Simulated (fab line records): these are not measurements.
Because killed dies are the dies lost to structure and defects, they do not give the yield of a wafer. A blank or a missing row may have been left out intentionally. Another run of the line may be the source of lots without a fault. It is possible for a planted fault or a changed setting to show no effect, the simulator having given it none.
Which tool was responsible? -- flow nand harc -- 23 lots with 69 wafers sampled at 2 steps, on a route of 1302 steps

## WHAT EACH GAUGE READ, for each wafer
NHARC_A_ZERO_WELL_CD_MEAS_10: the cd target is 2000 nm. Usual: cd nm at 1999.7 nm, with a standard deviation of 1.9.
lot,measured,on,cd nm (nm),flag
L074,day 7 00:52,cd sem-01,1998.4 1999.7 1999.9,
L075,day 7 07:31,cd sem-02,2001.9 2002.6 2001.1,
L076,day 7 09:46,cd sem-01,1996.4 1996.7 1995.8,
L077,day 7 21:17,cd sem-01,2002.3 2001.1 1999.3,
L078,day 8 11:20,cd sem-01,2000.9 2001.3 2003.0,
L079,day 8 17:58,cd sem-03,1997.0 1999.4 1998.8,
L080,day 9 06:38,cd sem-03,2000.5 2001.2 2000.9,
L081,day 9 16:09,cd sem-03,1999.5 1999.3 1995.8,
L083,day 10 14:11,cd sem-02,2000.5 1996.5 2000.4,
L084,day 11 02:49,cd sem-03,1998.5 1998.8 1997.3,
L085,day 11 07:58,cd sem-02,2000.0 1999.3 1999.0,
L086,day 11 14:15,cd sem-02,1997.3 1999.3 2001.3,
L087,day 12 00:49,cd sem-02,2000.6 1998.7 2000.6,
L088,day 13 02:16,cd sem-01,1999.7 1999.7 1997.3,
L090,day 13 08:58,cd sem-03,2000.1 1998.3 2000.0,
L089,day 13 10:35,cd sem-02,2002.2 2003.7 2001.7,
L091,day 13 21:32,cd sem-03,2002.5 1999.5 2000.4,
L092,day 14 15:16,cd sem-01,1997.0 1999.0 1998.5,
L094,day 14 22:28,cd sem-03,1998.4 1998.9 2001.5,
L093,day 14 22:50,cd sem-01,2001.0 2004.0 2002.4,
L095,day 15 10:03,cd sem-01,1999.4 2001.2 1999.6,
L096,day 15 20:28,cd sem-02,1998.7 1999.4 1997.3,
L097,day 16 05:32,cd sem-02,2000.3 2001.8 2000.9,

## TOOL THAT RAN EACH LOT (tool first, then ch and the chambers of the sampled wafers, then the start)
lot,NHARC_P_BONDPAD_PVD_17
L074,"pvd sputter-03, day 7 00:52 or earlier"
L075,"pvd sputter-02, day 7 07:31 or earlier"
L076,"pvd sputter-01, day 7 09:46 or earlier"
L077,"pvd sputter-03, day 7 21:17 or earlier"
L078,"pvd sputter-02, day 8 11:20 or earlier"
L079,"pvd sputter-03, day 8 17:58 or earlier"
L080,"pvd sputter-01, day 9 06:38 or earlier"
L081,"pvd sputter-02, day 9 16:09 or earlier"
L083,"pvd sputter-02, day 10 14:11 or earlier"
L084,"pvd sputter-01, day 11 02:49 or earlier"
L085,"pvd sputter-01, day 11 07:58 or earlier"
L086,"pvd sputter-03, day 11 14:15 or earlier"
L087,"pvd sputter-03, day 12 00:49 or earlier"
L088,"pvd sputter-01, day 13 02:16 or earlier"
L090,"pvd sputter-03, day 13 08:58 or earlier"
L089,"pvd sputter-01, day 13 10:35 or earlier"
L091,"pvd sputter-02, day 13 21:32 or earlier"
L092,"pvd sputter-02, day 14 15:16 or earlier"
L094,"pvd sputter-01, day 14 22:28 or earlier"
L093,"pvd sputter-02, day 14 22:50 or earlier"
L095,"pvd sputter-02, day 15 10:03 or earlier"
L096,"pvd sputter-01, day 15 20:28 or earlier"
L097,"pvd sputter-03, day 16 05:32 or earlier"
- NHARC_P_BONDPAD_PVD_17: deposits TaN, target thk 5 nm, time 8.06 s.

## WHAT THE TOOLS THEMSELVES READ (means of the sampled wafers that have a number; where no wafer has one, the mark that the record gives instead)
NHARC_P_BONDPAD_PVD_17. Usual: throttle valve pct at 30.1 %, with a standard deviation of 1.
lot,tool,throttle valve pct (%),flag
L074,pvd sputter-03,30.3,
L075,pvd sputter-02,31.0,
L076,pvd sputter-01,29.2,
L077,pvd sputter-03,29.4,
L078,pvd sputter-02,29.9,
L079,pvd sputter-03,30.6,
L080,pvd sputter-01,29.7,
L081,pvd sputter-02,30.6,
L083,pvd sputter-02,30.0,
L084,pvd sputter-01,29.6,
L085,pvd sputter-01,29.8,
L086,pvd sputter-03,30.3,
L087,pvd sputter-03,30.3,
L088,pvd sputter-01,31.2,
L090,pvd sputter-03,30.3,
L089,pvd sputter-01,30.1,
L091,pvd sputter-02,29.7,
L092,pvd sputter-02,29.9,
L094,pvd sputter-01,31.0,
L093,pvd sputter-02,29.5,
L095,pvd sputter-02,29.6,
L096,pvd sputter-01,29.0,
L097,pvd sputter-03,30.5,

## THE ANSWER, worked out from the rows above alone
Rule: lot off if the mean of its wafers having a number is beyond 3 standard deviations from the usual mean. A lot without any number at a reading at which 4 lots or more have one is off too. Where the step has rows for the other lots, those lots are counted as sound. The gauges are gone through in route order, then the tools' own readings, and for those a lot's mean is taken as printed above. The first step at which some lot is off is used, and at that step the reading that is off furthest; a lot without a number counts as furthest.
No lot is off at any reading shown: from this, nothing can be told.

## WHAT THE SIMULATOR HAD PUT IN
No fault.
